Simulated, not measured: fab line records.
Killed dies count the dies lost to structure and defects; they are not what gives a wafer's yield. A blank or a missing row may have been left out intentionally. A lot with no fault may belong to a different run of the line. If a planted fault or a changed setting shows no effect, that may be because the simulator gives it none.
A lot that was struck, set against a sound lot :: flow n5_finfet :: 15 steps out of a route of 1938
Sound: the wafers L304.1, L304.2, L304.3. The struck wafers were L307.3, L307.4, L307.5. The cause is named last.
For every step that has rows: the tool of each side, followed by ch and its chambers, followed by its first start. Under that, the readings that differ: sound wafers :: struck wafers :: difference of the means :: sigmas: that difference in standard deviations of wafers without a fault.
alike: readings with means less than 2 such deviations apart, plus words and numbers identical on both sides. not compared: withheld readings, readings lacking a value on some wafer, bounds such as >300 that could conceal the same value, and numbers that have no deviation in the record and whose values overlap.
The two part at a step that has a row with sigmas, a row that says differs or no value, or rows on one side only. Numbers that don't overlap but have no deviation are shown without sigmas and don't part them. Lack of a reading on every wafer of one side parts them only where that side has two or more wafers.

N5_GATE_CUT_CUT_ETCH_54: etches TiN in Cl2/BCl3, target depth 96.7 nm.
  sound on rie_metal-03 ch 0,1, day 7 09:39; struck on rie_metal-02 ch 0,1, day 7 23:17
  alike: drypump_motor_current_A, etch_rf_on_time_s, oes_product_au, throttle_valve_pct
  not compared: rf_hours_counter_h
then, 2 steps without rows for these wafers: N5_GATE_CUT_CUT_ETCH_55 (etches HfO2 in BCl3, target depth 3.2 nm); N5_GATE_CUT_ETCH_47 (etches SiO2 in Cl2/BCl3, target depth 10 nm).
N5_GATE_CUT_VAPOR_ETCH_48: etches TiN in BCl3/Cl2.
  sound on rie_metal-03 ch 0,1, day 7 09:46; struck on rie_metal-02 ch 0,1, day 7 23:23
  alike: drypump_motor_current_A, oes_product_au
then, 1 step without rows for these wafers: N5_GATE_CUT_VAPOR_ETCH_49 (etches TiAlC in BCl3/Cl2).
N5_GATE_CUT_VAPOR_ETCH_51: etches HfO2 in BCl3/Cl2.
  sound on rie_metal-03 ch 0,1, day 7 09:50; struck on rie_metal-02 ch 0,1, day 7 23:27
  alike: drypump_motor_current_A, oes_product_au
N5_GATE_CUT_STRIP_21: strips in N2/H2, time 30 s.
  sound on plasma_asher-02 ch 0,1, day 7 09:53; struck on plasma_asher-02 ch 0,1, day 7 23:31
  alike: drypump_motor_current_A, heater_power_w
  not compared: rf_hours_counter_h
then, 2 steps without rows for these wafers: N5_GATE_CUT_STRIP_29 (strips in post etch residue remover, time 60 s); N5_GATE_CUT_SRD_52 (time 30 s).
N5_GATE_CUT_ALD_22: deposits SiNx, target thk 16 nm, pulse time 1 s, ald cycles 320.
  sound on ald_sin-01 ch 0,1,2, day 7 10:02; struck on ald_sin-02 ch 1,2, day 7 23:54
  alike: heater_power_w, precursor_pulse_height_rel
then, 1 step without rows for these wafers: N5_GATE_CUT_CMP_23 (polishes, stops on SiO2, t overpolish 23.4 s, target thk 16 nm).
N5_GATE_CUT_THK_MEAS_24:
  sound: film_metro-01 at day 7 11:49; struck: film_metro-02 at day 8 01:41
  alike: GC_FILL_THK
N5_GATE_CUT_CMP_43: polishes SiO2.
  sound on cmp-02 ch 1,2,3, day 7 11:51; struck on cmp-01 ch 0,1,3, day 8 01:53
  no value came back on the struck wafers for edge_zone_pressure_frac, motor_current_A (A), retaining_ring_pressure_frac, slurry_flow_ml_min; on the sound wafers edge_zone_pressure_frac reads 1.003 0.997 0.998
reading: model.SiO2_of_GATE_CUT_HM_DEP_46.thk_nm (nm)
sound: 5 5 5
struck: 103.6 105.2 105.4
difference: +99.7
sigmas: 

reading: model.SiNx_of_GATE_CUT_ALD_22.thk_nm (nm)
sound: 4.8 3.4 2
struck: 15.8 16 16
difference: +12.5
sigmas: 
then, 1 step without rows for these wafers: N5_GATE_CUT_CMP_61 (polishes, stops on SiNx, t overpolish 3 s).
N5_BEOL_M4_RC_MEAS_101:
  the record has rows for the sound wafers here (prober-02 ch 0, day 10 18:49) and none for the struck ones

## WHERE THEY PART
Last at N5_BEOL_M4_RC_MEAS_101 as far as this record goes, first at N5_GATE_CUT_CMP_43.

WHY: whatever the simulator had introduced
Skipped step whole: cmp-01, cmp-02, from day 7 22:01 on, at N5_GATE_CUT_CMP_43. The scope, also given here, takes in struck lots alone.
